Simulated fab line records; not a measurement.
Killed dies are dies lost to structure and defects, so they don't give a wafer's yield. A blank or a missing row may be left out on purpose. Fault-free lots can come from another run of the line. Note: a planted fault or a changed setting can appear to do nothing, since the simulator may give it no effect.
Chamber matching | flow n5Finfet | 4 sister chambers for N5_FIN_SAQP_ETCH_64 on rieSi-01
The step etches SiO2 in CF4, target depth 1.5 nm. 22 wafers are shown with their chamber, then 11 later ones without.

== WAFERS WITH THEIR CHAMBER ==
wafer  | chamber | throttleValvePct (%) | drypumpMotorCurrentA (A) | oesProductAu (a.u.)
L077.1 | 1       | 22.18                | 5.7                      | 1.005
L077.3 | 3       | 22.22                | 5.6                      | 1.002
L077.6 | 0       | 21.89                | 5.6                      | 1.004
L079.3 | 1       | 22.20                | 5.8                      | 1.010
L079.4 | 2       | 21.59                | 5.9                      | 1.030
L079.6 | 0       | 21.91                | 5.6                      | 1.011
L080.1 | 0       | 21.92                | 5.6                      | 1.021
L080.3 | 2       | 21.59                | 5.9                      | 1.024
L080.6 | 0       | 21.89                | 5.6                      | 1.006
L081.2 | 1       | 22.19                | 5.8                      | 1.018
L081.3 | 2       | 21.59                | 5.9                      | 1.040
L081.5 | 0       | 21.92                | 5.6                      | 1.008
L082.1 | 0       | 21.88                | 5.6                      | 1.001
L082.2 | 3       | 22.20                | 5.6                      | 0.983
L082.4 | 2       | 21.61                | 5.9                      | 1.019
L089.2 | 1       | 22.18                | 5.8                      | 0.999
L089.3 | 3       | 22.20                | 5.6                      | 0.981
L089.4 | 2       | 21.60                | 5.9                      | 1.028
L090.1 | 3       | 22.19                | 5.6                      | 0.996
L090.4 | 2       | 21.61                | 5.9                      | 1.037
L090.5 | 3       | 22.20                | 5.6                      | 0.992
L093.1 | 3       | 22.19                | 5.6                      | 0.990

SIGNATURES (averages over the wafers above)
reading              | chamber 0 | chamber 1 | chamber 2 | chamber 3 | scatter within a chamber
throttleValvePct     | 21.9017   | 22.1875   | 21.5983   | 22.2000   | 0.0126
drypumpMotorCurrentA | 5.600     | 5.775     | 5.900     | 5.600     | 0.0204
oesProductAu         | 1.00850   | 1.00800   | 1.02967   | 0.99067   | 0.00767
Rule: distance of a wafer from a chamber = root of the sum over the readings of ((wafer's reading minus chamber's mean) / reading's scatter) squared. If the next closest chamber is less than 2 further off than the closest, the wafer can't be placed; otherwise it belongs to the closest. The scatter: take each reading less its chamber's mean, square it, sum over the shown wafers, divide by the number of wafers less the number of chambers, and take the root.

== WAFERS MISSING THEIR CHAMBER ==
wafer  | throttleValvePct (%) | drypumpMotorCurrentA (A) | oesProductAu (a.u.)
L093.2 | 21.58                | 5.9                      | 1.027
L093.4 | 21.90                | 5.6                      | 1.002
L094.1 | 22.17                | 5.7                      | 1.015
L094.2 | 22.21                | 5.6                      | 0.993
L094.5 | 21.90                | 5.6                      | 1.009
L096.2 | 22.20                | 5.6                      | 0.994
L096.3 | 22.20                | 5.7                      | 1.005
L096.4 | 21.88                | 5.6                      | 1.009
L097.2 | 22.21                | 5.6                      | 0.997
L097.4 | 21.90                | 5.6                      | 1.000
L097.5 | 21.59                | 5.9                      | 1.024

== CHAMBER TAKEN BY EACH ==
wafer  | from the rows above     | in truth
L093.2 | 2                       | 2
L093.4 | 0                       | 0
L094.1 | 1                       | 1
L094.2 | 3                       | 3
L094.5 | 0                       | 0
L096.2 | 3                       | 3
L096.3 | can't be placed: 1 or 3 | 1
L096.4 | 0                       | 0
L097.2 | 3                       | 3
L097.4 | 0                       | 0
L097.5 | 2                       | 2
Correct placement for 10 of the 11. Cannot be placed on the basis of these rows: 1; the candidates contain the true chamber in 1. Wrongly placed: 0.
